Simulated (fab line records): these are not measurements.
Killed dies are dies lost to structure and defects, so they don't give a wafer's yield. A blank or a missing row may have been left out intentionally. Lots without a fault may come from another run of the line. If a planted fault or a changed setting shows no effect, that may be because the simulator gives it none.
Chamber matching || flow nand_harc || 4 sister chambers for NHARC_A_WL_FILL_ETCHBACK_26 on rie_si-05
The step etches the open film in HBr, target depth 52 nm, time 13.3 s. 18 wafers are shown with their chamber, then 9 later ones without.

WAFERS PAIRED WITH THEIR CHAMBERS
{"wafer": "L074.1", "chamber": 3, "drypump_motor_current_A (A)": 5.1, "oes_product_au (a.u.)": 0.995, "throttle_valve_pct (%)": 23.268}
{"wafer": "L074.2", "chamber": 2, "drypump_motor_current_A (A)": 6.4, "oes_product_au (a.u.)": 0.997, "throttle_valve_pct (%)": 23.264}
{"wafer": "L074.5", "chamber": 3, "drypump_motor_current_A (A)": 5.1, "oes_product_au (a.u.)": 0.987, "throttle_valve_pct (%)": 23.286}
{"wafer": "L076.2", "chamber": 1, "drypump_motor_current_A (A)": 5.8, "oes_product_au (a.u.)": 1.007, "throttle_valve_pct (%)": 23.281}
{"wafer": "L076.3", "chamber": 2, "drypump_motor_current_A (A)": 6.4, "oes_product_au (a.u.)": 0.998, "throttle_valve_pct (%)": 23.260}
{"wafer": "L076.4", "chamber": 0, "drypump_motor_current_A (A)": 4.8, "oes_product_au (a.u.)": 0.994, "throttle_valve_pct (%)": 23.266}
{"wafer": "L081.1", "chamber": 3, "drypump_motor_current_A (A)": 5.2, "oes_product_au (a.u.)": 0.982, "throttle_valve_pct (%)": 23.266}
{"wafer": "L081.3", "chamber": 0, "drypump_motor_current_A (A)": 4.8, "oes_product_au (a.u.)": 1.004, "throttle_valve_pct (%)": 23.266}
{"wafer": "L081.5", "chamber": 3, "drypump_motor_current_A (A)": 5.2, "oes_product_au (a.u.)": 0.991, "throttle_valve_pct (%)": 23.272}
{"wafer": "L083.1", "chamber": 0, "drypump_motor_current_A (A)": 4.8, "oes_product_au (a.u.)": 0.994, "throttle_valve_pct (%)": 23.261}
{"wafer": "L083.2", "chamber": 1, "drypump_motor_current_A (A)": 5.8, "oes_product_au (a.u.)": 1.010, "throttle_valve_pct (%)": 23.258}
{"wafer": "L083.4", "chamber": 1, "drypump_motor_current_A (A)": 5.8, "oes_product_au (a.u.)": 1.007, "throttle_valve_pct (%)": 23.270}
{"wafer": "L086.1", "chamber": 2, "drypump_motor_current_A (A)": 6.4, "oes_product_au (a.u.)": 1.009, "throttle_valve_pct (%)": 23.270}
{"wafer": "L086.2", "chamber": 1, "drypump_motor_current_A (A)": 5.8, "oes_product_au (a.u.)": 1.005, "throttle_valve_pct (%)": 23.261}
{"wafer": "L086.5", "chamber": 2, "drypump_motor_current_A (A)": 6.4, "oes_product_au (a.u.)": 1.009, "throttle_valve_pct (%)": 23.258}
{"wafer": "L088.3", "chamber": 3, "drypump_motor_current_A (A)": 5.2, "oes_product_au (a.u.)": 0.995, "throttle_valve_pct (%)": 23.268}
{"wafer": "L088.5", "chamber": 2, "drypump_motor_current_A (A)": 6.4, "oes_product_au (a.u.)": 0.992, "throttle_valve_pct (%)": 23.270}
{"wafer": "L088.6", "chamber": 1, "drypump_motor_current_A (A)": 5.8, "oes_product_au (a.u.)": 1.011, "throttle_valve_pct (%)": 23.265}

SIGNATURES, as means of the wafers listed above
{"reading": "drypump_motor_current_A", "chamber 0": 4.800, "chamber 1": 5.800, "chamber 2": 6.400, "chamber 3": 5.160, "scatter within a chamber": 0.0293}
{"reading": "oes_product_au", "chamber 0": 0.99733, "chamber 1": 1.00800, "chamber 2": 1.00100, "chamber 3": 0.99000, "scatter within a chamber": 0.00566}
{"reading": "throttle_valve_pct", "chamber 0": 23.26433, "chamber 1": 23.26700, "chamber 2": 23.26440, "chamber 3": 23.27200, "scatter within a chamber": 0.00722}
Rule: distance of a wafer from a chamber = root of the sum over the readings of ((wafer's reading minus chamber's mean) / reading's scatter) squared. If the next closest chamber is less than 2 further off than the closest, the wafer can't be placed; otherwise it belongs to the closest. The scatter: take each reading less its chamber's mean, square it, sum over the shown wafers, divide by the number of wafers less the number of chambers, and take the root.

WAFERS WITHOUT THEIR CHAMBER
{"wafer": "L090.2", "drypump_motor_current_A (A)": 6.4, "oes_product_au (a.u.)": 1.008, "throttle_valve_pct (%)": 23.257}
{"wafer": "L090.5", "drypump_motor_current_A (A)": 4.8, "oes_product_au (a.u.)": 1.009, "throttle_valve_pct (%)": 23.259}
{"wafer": "L090.6", "drypump_motor_current_A (A)": 5.2, "oes_product_au (a.u.)": 0.998, "throttle_valve_pct (%)": 23.282}
{"wafer": "L095.3", "drypump_motor_current_A (A)": 6.4, "oes_product_au (a.u.)": 0.992, "throttle_valve_pct (%)": 23.254}
{"wafer": "L095.4", "drypump_motor_current_A (A)": 5.8, "oes_product_au (a.u.)": 0.999, "throttle_valve_pct (%)": 23.270}
{"wafer": "L095.5", "drypump_motor_current_A (A)": 5.8, "oes_product_au (a.u.)": 0.995, "throttle_valve_pct (%)": 23.276}
{"wafer": "L096.1", "drypump_motor_current_A (A)": 6.5, "oes_product_au (a.u.)": 1.001, "throttle_valve_pct (%)": 23.271}
{"wafer": "L096.4", "drypump_motor_current_A (A)": 4.8, "oes_product_au (a.u.)": 0.989, "throttle_valve_pct (%)": 23.271}
{"wafer": "L096.6", "drypump_motor_current_A (A)": 6.5, "oes_product_au (a.u.)": 0.994, "throttle_valve_pct (%)": 23.277}

EACH ONE'S CHAMBER
{"wafer": "L090.2", "from the rows above": 2, "in truth": 2}
{"wafer": "L090.5", "from the rows above": 0, "in truth": 0}
{"wafer": "L090.6", "from the rows above": 3, "in truth": 3}
{"wafer": "L095.3", "from the rows above": 2, "in truth": 2}
{"wafer": "L095.4", "from the rows above": 1, "in truth": 1}
{"wafer": "L095.5", "from the rows above": 1, "in truth": 1}
{"wafer": "L096.1", "from the rows above": 2, "in truth": 2}
{"wafer": "L096.4", "from the rows above": 0, "in truth": 0}
{"wafer": "L096.6", "from the rows above": 2, "in truth": 2}
Correctly placed: 9 of 9. Not placeable from these rows: 0. 0 placed wrongly.
